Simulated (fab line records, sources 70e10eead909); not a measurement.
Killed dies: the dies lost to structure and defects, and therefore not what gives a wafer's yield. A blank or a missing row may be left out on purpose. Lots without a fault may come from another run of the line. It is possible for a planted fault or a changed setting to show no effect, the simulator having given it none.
fab line records	flow nand_harc	part 1 of 2: steps 1 to 24 of 37
record: lots: 5	wafers: 15	last_day: 24
route steps=1159 shown P_GATE@131
lots that met no fault: taken from a fault-free run of the same line
start_h: hours from the record's opening day to when the first of the lot's shown wafers began	wait_h: how many hours have passed since the lot's step before this one	" identical to the entry in the row above	L1.1+2: one row covering several wafers at once	- no value present, or no start provided	* or withheld: withheld	< > ~ a bound
route shown NAME@n: NAME is a module with steps in the file, n the number in the route of the first one	usual: mean/standard deviation of fault-free wafers	same: alike in all rows	chamber/n: place in a boat	sites: per-site readings	_std_site: their standard deviation	_edge_site: outer sites' mean less inner sites'	radius_mm: how far each site lies from the wafer's centre	mask NAME#n: copy n	behind: the most recent tool/chamber to have shaped the wafer	hold: the reason the lot was held/the length of the hold in hours/how it ended	device: which transistor (n, p or np) failed to switch	end of line: the route-end tests of the same wafers	where a step has no rows: the recipe by itself	killed: count of dies lost to structure and defects at first sort (not the wafer's yield)	map: the dies of a wafer, with x for killed, . for not killed, _ for no die there
set.NAME: setting as actually run; set.NAME@STEP: the setting as run at that earlier step	model.NAME: the simulator's own value behind a step, which no gauge read
lots at selected steps of the route; one table per step, one row per wafer
services: from which hour (start_h, from the record's first day; less than 0 if before it) a tool's chamber was out of use, for how many hours, and why
== steps ==
step: NHARC_P_GATE_HM_DEP_102
recipe: target_thk_a: 1200	temp_c: 400	material: aC
usual: throttle_valve_pct: 35.000/0.009
lot.wafer	tool	chamber	start_h	wait_h	throttle_valve_pct
L078.1	acl_dep-02	0	109.68	0.4	35.009
L078.2	"	0	"	"	34.999
L078.6	"	0	"	"	34.998
L084.2	acl_dep-03	0	140.93	0.6	35.007
L084.3	"	0	"	"	34.996
L084.5	"	0	"	"	35.005
L083.1	acl_dep-03	0	141.45	1.1	35.002
L083.3	"	0	"	"	35.000
L083.6	"	0	"	"	35.003
L087.2	acl_dep-01	0	167.70	1.1	35.009
L087.3	"	0	"	"	34.985
L087.6	"	0	"	"	35.021
L097.1	acl_dep-01	0	223.95	3.2	34.984
L097.2	"	0	"	"	35.007
L097.5	"	0	"	"	35.001
step: NHARC_P_GATE_DEP_103
recipe: target_thk_a: 300	target_thk_nm: 30	temp_c: 400	flow_sccm: 200	rf_w: 350	material: SiON
usual: heater_power_outer_w: 431/77	heater_power_w: 736/120
lot.wafer	tool	chamber	start_h	wait_h	heater_power_outer_w	heater_power_w
L078.2	pecvd-02	1	110.36	0.5	455	741
L078.1	"	2	"	"	501	903
L078.6	"	0	"	"	364	669
L084.3	pecvd-03	0	141.50	0.4	470	738
L084.2	"	1	"	"	347	601
L084.5	"	0	"	"	484	732
L083.1	pecvd-03	0	142.14	0.6	448	685
L083.3	"	2	"	"	346	632
L083.6	"	0	"	"	450	693
L087.2	pecvd-03	1	168.29	0.5	421	705
L087.3	"	2	"	"	313	594
L087.6	"	0	"	"	506	766
L097.1	pecvd-04	0	224.61	0.6	399	681
L097.2	"	1	"	"	479	814
L097.5	"	1	"	"	480	804
step: NHARC_P_GATE_DEHYDRATE_18
recipe: temp_c: 150	time_s: 120
same: time_s: 120
lot.wafer	tool	chamber	start_h	wait_h
L078.1+2+6	litho_track-04	0	110.61	0.2
L084.2+3+5	litho_track-01	0	141.74	0.2
L083.1+3+6	litho_track-06	0	142.42	0.2
L087.2+3+6	litho_track-06	0	168.54	0.2
L097.1+2+5	litho_track-04	0	224.91	0.3
step: NHARC_P_GATE_HMDS_19
recipe: time_s: 30
same: time_s: 30
lot.wafer	tool	chamber	start_h	wait_h
L078.1+2+6	litho_track-04	0	-	-
L084.2+3+5	litho_track-01	0	-	-
L083.1+3+6	litho_track-06	0	-	-
L087.2+3+6	litho_track-06	0	-	-
L097.1+2+5	litho_track-04	0	-	-
step: NHARC_P_GATE_COAT_20
recipe: spin_rpm: 1500	resist_thk_nm: 90
lot.wafer	tool	chamber	start_h	wait_h
L078.1+2+6	litho_track-04	0	-	-
L084.2+3+5	litho_track-01	0	-	-
L083.1+3+6	litho_track-06	0	-	-
L087.2+3+6	litho_track-06	0	-	-
L097.1+2+5	litho_track-04	0	-	-
step: NHARC_P_GATE_SOFTBAKE_21
recipe: temp_c: 105	time_s: 55
same: time_s: 55
lot.wafer	tool	chamber	start_h	wait_h
L078.1+2+6	litho_track-04	0	-	-
L084.2+3+5	litho_track-01	0	-	-
L083.1+3+6	litho_track-06	0	-	-
L087.2+3+6	litho_track-06	0	-	-
L097.1+2+5	litho_track-04	0	-	-
step: NHARC_P_GATE_EBR_22
lot.wafer	tool	chamber	start_h	wait_h
L078.1+2+6	litho_track-04	0	-	-
L084.2+3+5	litho_track-01	0	-	-
L083.1+3+6	litho_track-06	0	-	-
L087.2+3+6	litho_track-06	0	-	-
L097.1+2+5	litho_track-04	0	-	-
step: NHARC_P_GATE_EXPOSE_23
recipe: na: 1.35	target_cd_nm: 120	dose_mj: 93.91	mask_id: P_GATE
usual: focus_offset_nm: 0.1/0.62
same: na: 1.35
lot.wafer	tool	chamber	start_h	wait_h	mask	focus_offset_nm
L078.1	arfi_scanner-03	0	110.87	-	P_GATE#0	0.0
L078.2	"	0	"	"	P_GATE#0	0.0
L078.6	"	0	"	"	P_GATE#0	0.4
L084.2	arfi_scanner-01	0	141.89	-	P_GATE#0	-0.2
L084.3	"	0	"	"	P_GATE#0	-0.1
L084.5	"	0	"	"	P_GATE#0	-1.1
L083.1	arfi_scanner-02	0	142.69	-	P_GATE#0	0.2
L083.3	"	0	"	"	P_GATE#0	-0.1
L083.6	"	0	"	"	P_GATE#0	0.6
L087.2	arfi_scanner-03	0	168.68	-	P_GATE#0	-0.2
L087.3	"	0	"	"	P_GATE#0	-0.3
L087.6	"	0	"	"	P_GATE#0	-0.4
L097.1	arfi_scanner-01	0	225.18	-	P_GATE#0	0.5
L097.2	"	0	"	"	P_GATE#0	-0.2
L097.5	"	0	"	"	P_GATE#0	-0.3
step: NHARC_P_GATE_PEB_24
recipe: peb_temp_c: 100	peb_time_s: 65
lot.wafer	tool	chamber	start_h	wait_h
L078.1+2+6	litho_track-04	0	110.93	0.1
L084.2+3+5	litho_track-06	0	141.94	0.1
L083.1+3+6	litho_track-06	0	142.75	0.1
L087.2+3+6	litho_track-01	0	168.74	0.1
L097.1+2+5	litho_track-04	0	225.24	0.1
step: NHARC_P_GATE_DEVELOP_25
recipe: develop_time_s: 35	dev_temp_c: 23
usual: developer_temp_C: 23.00/0.095
lot.wafer	tool	chamber	start_h	wait_h	developer_temp_C
L078.1	litho_track-04	0	-	-	22.93
L078.2	"	0	"	"	23.09
L078.6	"	0	"	"	23.08
L084.2	litho_track-06	0	-	-	23.03
L084.3	"	0	"	"	22.97
L084.5	"	0	"	"	23.04
L083.1	litho_track-06	0	-	-	23.11
L083.3	"	0	"	"	22.98
L083.6	"	0	"	"	23.07
L087.2	litho_track-01	0	-	-	22.87
L087.3	"	0	"	"	22.86
L087.6	"	0	"	"	23.03
L097.1	litho_track-04	0	-	-	23.00
L097.2	"	0	"	"	23.03
L097.5	"	0	"	"	23.03
step: NHARC_P_GATE_CD_MEAS_26
recipe: target_cd_nm: 120	landing_energy_ev: 500
usual: cd_nm: 120.1/0.49
lot.wafer	tool	chamber	start_h	wait_h	cd_nm
L078.1	cd_sem-03	0	111.01	-	120.1
L078.2	"	0	"	"	119.9
L078.6	"	0	"	"	120.0
L084.2	cd_sem-03	0	142.03	-	120.1
L084.3	"	0	"	"	120.3
L084.5	"	0	"	"	120.7
L083.1	cd_sem-03	0	142.83	-	119.7
L083.3	"	0	"	"	120.4
L083.6	"	0	"	"	120.4
L087.2	cd_sem-03	0	168.82	-	119.0
L087.3	"	0	"	"	118.9
L087.6	"	0	"	"	119.5
L097.1	cd_sem-01	0	225.32	-	120.7
L097.2	"	0	"	"	119.8
L097.5	"	0	"	"	120.1
step: NHARC_P_GATE_OVL_MEAS_27
usual: overlay_x_nm: 0.0/0.78	overlay_y_nm: -0.2/0.85
lot.wafer	tool	chamber	start_h	wait_h	overlay_x_nm	overlay_y_nm
L078.1	overlay-02	-	111.10	-	0.4	0.9
L078.2	"	-	"	"	0.2	0.8
L078.6	"	-	"	"	-0.2	0.7
L084.2	overlay-02	-	142.11	-	-0.7	-0.5
L084.3	"	-	"	"	-0.7	-0.4
L084.5	"	-	"	"	-1.1	-0.6
L083.1	overlay-01	-	142.93	-	0.5	0.8
L083.3	"	-	"	"	0.4	0.9
L083.6	"	-	"	"	0.8	1.2
L087.2	overlay-02	-	168.91	-	0.7	-1.1
L087.3	"	-	"	"	0.8	-2.2
L087.6	"	-	"	"	0.8	-0.7
L097.1	overlay-01	-	225.41	-	0.3	-1.0
L097.2	"	-	"	"	0.3	-0.4
L097.5	"	-	"	"	0.6	-1.0
step: NHARC_P_GATE_INSPECT_28
usual: raw_defect_count: 6/3.2
lot.wafer	tool	chamber	start_h	wait_h	raw_defect_count
L078.1	defect_inspect-02	-	111.14	0.0	7
L078.2	"	-	"	"	4
L078.6	"	-	"	"	8
L084.2	defect_inspect-02	-	142.15	0.0	6
L084.3	"	-	"	"	8
L084.5	"	-	"	"	3
L083.1	defect_inspect-02	-	142.97	0.0	3
L083.3	"	-	"	"	5
L083.6	"	-	"	"	11
L087.2	defect_inspect-02	-	168.94	0.0	9
L087.3	"	-	"	"	5
L087.6	"	-	"	"	3
L097.1	defect_inspect-02	-	225.45	0.0	2
L097.2	"	-	"	"	4
L097.5	"	-	"	"	3
step: NHARC_P_GATE_DESCUM_31
recipe: time_s: 3	o2_flow_sccm: 200	ar_flow_sccm: 0	bias_power_w: 0	chemistry: O2
usual: drypump_motor_current_A: 5.4/0.52	oes_product_au: 1.000/0.0094	rf_vpp_V: 57.7/0.92	showerhead_plenum_p_Torr: 1.92/0.082	throttle_valve_pct: 11.312/0.0087
same: time_s: 3
lot.wafer	tool	chamber	start_h	wait_h	drypump_motor_current_A	oes_product_au	rf_hours_counter_h	rf_vpp_V	showerhead_plenum_p_Torr	throttle_valve_pct
L078.1	rie_diel-04	2	111.20	0.1	5.4	0.983	63	59.7	1.92	11.296
L078.2	"	0	"	"	5.9	1.000	65	59.5	1.98	11.314
L078.6	"	3	"	"	6.6	1.003	-	57.7	1.84	11.317
L084.2	rie_diel-04	3	142.22	0.1	6.7	0.998	8	56.5	1.84	11.294
L084.3	"	2	"	"	5.4	1.011	8	57.6	1.91	11.327
L084.5	"	3	"	"	6.7	0.998	-	56.9	1.84	11.330
L083.3	rie_diel-07	3	143.04	0.1	5.1	0.992	16	57.6	1.86	11.312
L083.1	"	0	"	"	5.3	0.987	19	59.5	1.98	11.308
L083.6	"	1	"	"	5.0	1.004	-	58.5	2.01	11.308
L087.3	rie_diel-07	1	169.01	0.1	5.0	0.995	22	58.1	2.01	11.312
L087.2	"	2	"	"	4.9	1.016	16	59.3	1.98	11.313
L087.6	"	1	"	"	5.0	1.003	-	58.1	2.01	11.299
L097.1	rie_diel-04	0	225.51	0.1	5.9	1.000	40	57.6	1.97	11.311
L097.2	"	1	"	"	5.0	1.003	42	57.6	1.90	11.307
L097.5	"	1	"	"	5.0	1.000	-	57.5	1.90	11.313
step: NHARC_P_GATE_ETCH_104
recipe: target_depth_a: 600	time_s: withheld	cf4_flow_sccm: 100	chf3_flow_sccm: 30	ar_flow_sccm: 0	rf_w: 500	bias_w: 200	chemistry: CF4/CHF3
usual: drypump_motor_current_A: 5.4/0.54	oes_product_au: 0.948/0.019	rf_vpp_V: 370.8/2.3	showerhead_plenum_p_Torr: 1.58/0.063	throttle_valve_pct: 16.802/0.0093
lot.wafer	tool	chamber	start_h	wait_h	drypump_motor_current_A	oes_product_au	rf_vpp_V	showerhead_plenum_p_Torr	throttle_valve_pct
L078.2	rie_diel-04	3	111.41	0.2	6.7	0.941	369.2	1.52	16.797
L078.1	"	2	"	"	5.4	0.941	371.8	1.58	16.801
L078.6	"	3	"	"	6.7	0.934	368.4	1.52	16.823
L084.2	rie_diel-04	0	142.39	0.2	5.9	0.929	372.4	1.62	16.794
L084.3	"	3	"	"	6.7	0.932	369.7	1.52	16.792
L084.5	"	1	"	"	5.0	0.931	370.4	1.57	16.805
L083.1	rie_diel-07	3	143.25	0.2	5.1	0.933	368.6	1.53	16.792
L083.3	"	0	"	"	5.3	0.939	373.3	1.63	16.801
L083.6	"	0	"	"	5.3	0.924	372.6	1.63	16.798
L087.2	rie_diel-07	2	169.10	0.1	4.9	0.933	371.7	1.62	16.813
L087.3	"	0	"	"	5.3	0.924	373.7	1.63	16.795
L087.6	"	2	"	"	4.9	0.937	371.7	1.62	16.795
L097.2	rie_diel-04	3	225.59	0.1	6.7	0.943	368.0	1.51	16.784
L097.1	"	0	"	"	5.9	0.957	372.7	1.62	16.818
L097.5	"	0	"	"	5.9	0.946	371.0	1.62	16.806
step: NHARC_P_GATE_HM_OPEN_105
recipe: target_depth_a: 3600	o2_flow_sccm: 400	cos_flow_sccm: 20	ar_flow_sccm: 0	rf_w: 500	bias_w: 300	chemistry: O2/COS
usual: drypump_motor_current_A: 5.4/0.5	oes_product_au: 0.999/0.0081	rf_vpp_V: 467.4/2.8	showerhead_plenum_p_Torr: 3.13/0.12	throttle_valve_pct: 28.332/0.0092
lot.wafer	tool	chamber	start_h	wait_h	drypump_motor_current_A	oes_product_au	rf_hours_counter_h	rf_vpp_V	showerhead_plenum_p_Torr	throttle_valve_pct
L078.1	rie_diel-04	3	-	-	6.7	0.998	46	464.5	3.01	28.340
L078.2	"	0	"	"	5.9	0.989	65	468.3	3.22	28.356
L078.6	"	1	"	"	5.0	0.981	-	466.3	3.13	28.334
L084.2	rie_diel-04	3	-	-	6.7	0.998	8	463.2	3.01	28.333
L084.3	"	0	"	"	5.9	1.008	8	468.3	3.22	28.326
L084.5	"	2	"	"	5.4	0.997	-	465.9	3.12	28.340
L083.1	rie_diel-07	3	-	-	5.1	1.004	16	464.1	3.04	28.334
L083.3	"	0	"	"	5.3	0.996	19	470.0	3.23	28.338
L083.6	"	0	"	"	5.3	1.000	-	469.6	3.23	28.330
L087.2	rie_diel-07	1	-	-	5.0	0.992	22	468.5	3.27	28.305
L087.3	"	2	"	"	4.9	1.001	16	468.7	3.22	28.345
L087.6	"	0	"	"	5.3	1.002	-	470.7	3.23	28.327
L097.1	rie_diel-04	3	-	-	6.7	0.996	38	464.2	3.00	28.323
L097.2	"	2	"	"	5.4	1.006	37	467.9	3.11	28.318
L097.5	"	0	"	"	6.0	1.009	-	467.8	3.20	28.326
step: NHARC_P_GATE_STRIP_106
recipe: o2_flow_sccm: 400	cos_flow_sccm: 20	ar_flow_sccm: 0	bias_w: 0	chemistry: O2/COS
lot.wafer	tool	chamber	start_h	wait_h
L078.1+2+6	rie_diel-04	2,0,2	-	-
L084.3+2+5	rie_diel-04	1,2,3	-	-
L083.3+1+6	rie_diel-07	0,1,1	-	-
L087.2+3+6	rie_diel-07	1,2,1	-	-
L097.2+1+5	rie_diel-04	3,2,0	-	-
step: NHARC_P_GATE_ETCH_114
recipe: target_depth_a: 300	overetch_a: 30	time_s: 16.5	ion_energy_ev: 100	cf4_flow_sccm: 80	o2_flow_sccm: 20	ar_flow_sccm: 0	rf_w: 300	bias_w: 100	chemistry: CF4/O2
usual: drypump_motor_current_A: 5.4/0.52	oes_product_au: 1.000/0.008	rf_vpp_V: 198.0/1.5	showerhead_plenum_p_Torr: 1.34/0.056	throttle_valve_pct: 13.397/0.0096
same: time_s: 16.5
lot.wafer	tool	chamber	start_h	wait_h	drypump_motor_current_A	oes_product_au	rf_hours_counter_h	rf_vpp_V	showerhead_plenum_p_Torr	throttle_valve_pct
L078.2	rie_diel-04	0	-	-	5.9	0.995	65	198.3	1.38	13.374
L078.1	"	1	"	"	5.0	0.993	66	197.5	1.34	13.413
L078.6	"	3	"	"	6.7	1.005	-	196.1	1.29	13.395
L084.2	rie_diel-04	3	-	-	6.7	0.988	8	196.6	1.29	13.393
L084.3	"	2	"	"	5.4	1.010	9	197.5	1.34	13.414
L084.5	"	0	"	"	5.9	1.000	-	198.9	1.38	13.397
L083.3	rie_diel-07	0	-	-	5.3	0.993	19	199.0	1.38	13.403
L083.1	"	1	"	"	5.0	0.997	18	199.5	1.40	13.389
L083.6	"	1	"	"	5.0	1.005	-	199.0	1.40	13.393
L087.2	rie_diel-07	0	-	-	5.3	1.003	22	198.3	1.38	13.405
L087.3	"	1	"	"	5.0	1.001	22	198.9	1.40	13.380
L087.6	"	0	"	"	5.3	0.996	-	198.9	1.38	13.394
L097.2	rie_diel-04	1	-	-	5.0	1.007	42	197.3	1.33	13.383
L097.1	"	3	"	"	6.7	0.978	39	196.9	1.28	13.386
L097.5	"	2	"	"	5.3	1.000	-	197.6	1.33	13.410
step: NHARC_P_GATE_ETCH_32
recipe: target_depth_a: 1500	over_etch_frac: 1	over_etch_ion_energy_ev: 40	time_s: 100.1	hbr_flow_sccm: 150	cl2_flow_sccm: 50	rf_w: 400	icp_w: 400	bias_w: 100	chemistry: HBr/Cl2
usual: drypump_motor_current_A: 5.8/0.63	oes_product_au: 1.001/0.0071	throttle_valve_pct: 26.406/0.0092
same: time_s: 100.1
lot.wafer	tool	chamber	start_h	wait_h	drypump_motor_current_A	oes_product_au	rf_hours_counter_h	throttle_valve_pct
L078.2	rie_si-03	0	111.82	-	5.7	0.990	1.2	26.396
L078.1	"	1	"	"	5.6	0.996	0.8	26.402
L078.6	"	0	"	"	5.7	1.001	-	26.400
L084.3	rie_si-05	0	142.98	-	6.8	1.004	0.6	26.416
L084.2	"	2	"	"	6.0	1.001	0.6	26.394
L084.5	"	0	"	"	6.8	1.010	-	26.402
L083.1	rie_si-01	3	143.70	-	5.3	1.004	0.0	26.398
L083.3	"	1	"	"	5.1	1.003	0.0	26.406
L083.6	"	3	"	"	5.2	0.987	-	26.412
L087.3	rie_si-03	0	169.60	-	5.7	0.997	0.0	26.407
L087.2	"	1	"	"	5.6	1.008	0.0	26.408
L087.6	"	3	"	"	5.5	0.997	-	26.399
L097.2	rie_si-03	3	226.42	-	5.5	1.014	0.6	26.397
L097.1	"	1	"	"	5.6	1.013	0.6	26.416
L097.5	"	3	"	"	5.4	1.009	-	26.405
step: NHARC_P_GATE_STRIP_108
recipe: o2_flow_sccm: 500	ar_flow_sccm: 0	bias_w: 0	chemistry: O2
usual: drypump_motor_current_A: 5.4/0.51	oes_product_au: 0.999/0.0078	rf_vpp_V: 57.9/0.91	showerhead_plenum_p_Torr: 3.55/0.14	throttle_valve_pct: 17.037/0.0082
lot.wafer	tool	chamber	start_h	wait_h	drypump_motor_current_A	oes_product_au	rf_hours_counter_h	rf_vpp_V	showerhead_plenum_p_Torr	throttle_valve_pct
L078.2	rie_diel-08	3	111.98	-	5.5	0.992	52	56.6	3.33	17.046
L078.1	"	2	"	"	5.2	1.013	51	58.2	3.26	17.045
L078.6	"	0	"	"	5.9	0.988	-	56.8	3.34	17.035
L084.2	rie_diel-07	3	143.15	-	5.1	1.007	16	59.2	3.44	17.042
L084.3	"	0	"	"	5.3	0.995	19	57.7	3.65	17.028
L084.5	"	0	"	"	5.3	0.988	-	58.4	3.65	17.025
L083.3	rie_diel-07	0	143.86	-	5.3	0.982	19	58.5	3.65	17.034
L083.1	"	3	"	"	5.1	0.983	17	57.9	3.44	17.029
L083.6	"	0	"	"	5.3	0.989	-	57.6	3.65	17.033
L087.3	rie_diel-07	2	169.75	-	5.0	1.002	16	57.7	3.64	17.042
L087.2	"	0	"	"	5.3	1.003	22	58.3	3.65	17.034
L087.6	"	0	"	"	5.3	0.994	-	59.3	3.65	17.024
L097.1	rie_diel-07	0	226.58	-	5.3	1.008	32	56.6	3.64	17.056
L097.2	"	3	"	"	5.1	1.000	29	58.2	3.43	17.037
L097.5	"	1	"	"	5.0	1.001	-	57.7	3.69	17.036
step: NHARC_P_GATE_CD_MEAS_33
usual: cd_nm: 119.9/1.8
lot.wafer	tool	chamber	start_h	wait_h	cd_nm
L078.1	cd_sem-01	-	112.16	-	124.1
L078.2	"	-	"	"	120.3
L078.6	"	-	"	"	121.7
L084.2	cd_sem-03	-	143.34	0.2	120.5
L084.3	"	-	"	"	118.6
L084.5	"	-	"	"	118.4
L083.1	cd_sem-01	-	144.07	0.1	118.6
L083.3	"	-	"	"	116.9
L083.6	"	-	"	"	119.1
L087.2	cd_sem-01	-	169.94	0.1	119.8
L087.3	"	-	"	"	119.2
L087.6	"	-	"	"	116.2
L097.1	cd_sem-01	-	226.77	-	120.3
L097.2	"	-	"	"	118.9
L097.5	"	-	"	"	119.3
step: NHARC_P_GATE_STRIP_35
recipe: time_s: 600	temp_c: 130	chemistry: SPM
same: time_s: 600
lot.wafer	tool	chamber	start_h	wait_h
L078.1+6+2	wet_bench-02	0,1,2	112.26	0.1
L084.5+3+2	wet_bench-06	3,5,7	143.44	0.1
L083.1+3+6	wet_bench-02	2,5,6	144.17	0.1
L087.6+3+2	wet_bench-02	2,3,4	170.03	0.1
L097.5+2+1	wet_bench-02	1,4,5	226.85	0.1
step: NHARC_P_GATE_PRECLEAN_73
recipe: time_s: *	temp_c: 50	bath_age_min: 0	chemistry: SC1
usual: nh4oh_flow_mL_min: 28.30/0.1
same: time_s: *
lot.wafer	tool	chamber	start_h	wait_h	nh4oh_flow_mL_min
L078.1	wet_bench-02	0	-	-	28.31
L078.6	"	1	"	"	28.30
L078.2	"	2	"	"	28.24
L084.5	wet_bench-06	3	-	-	28.23
L084.3	"	5	"	"	28.17
L084.2	"	7	"	"	28.10
L083.1	wet_bench-02	2	-	-	28.32
L083.3	"	5	"	"	28.22
L083.6	"	6	"	"	28.35
L087.6	wet_bench-02	2	-	-	28.27
L087.3	"	3	"	"	28.10
L087.2	"	4	"	"	28.22
L097.5	wet_bench-02	1	-	-	28.28
L097.2	"	4	"	"	28.30
L097.1	"	5	"	"	28.41
step: NHARC_P_GATE_SRD_74
lot.wafer	tool	chamber	start_h	wait_h
L078.1+6+2	wet_bench-02	0,1,2	-	-
L084.5+3+2	wet_bench-06	3,5,7	-	-
L083.1+3+6	wet_bench-02	2,5,6	-	-
L087.6+3+2	wet_bench-02	2,3,4	-	-
L097.5+2+1	wet_bench-02	1,4,5	-	-
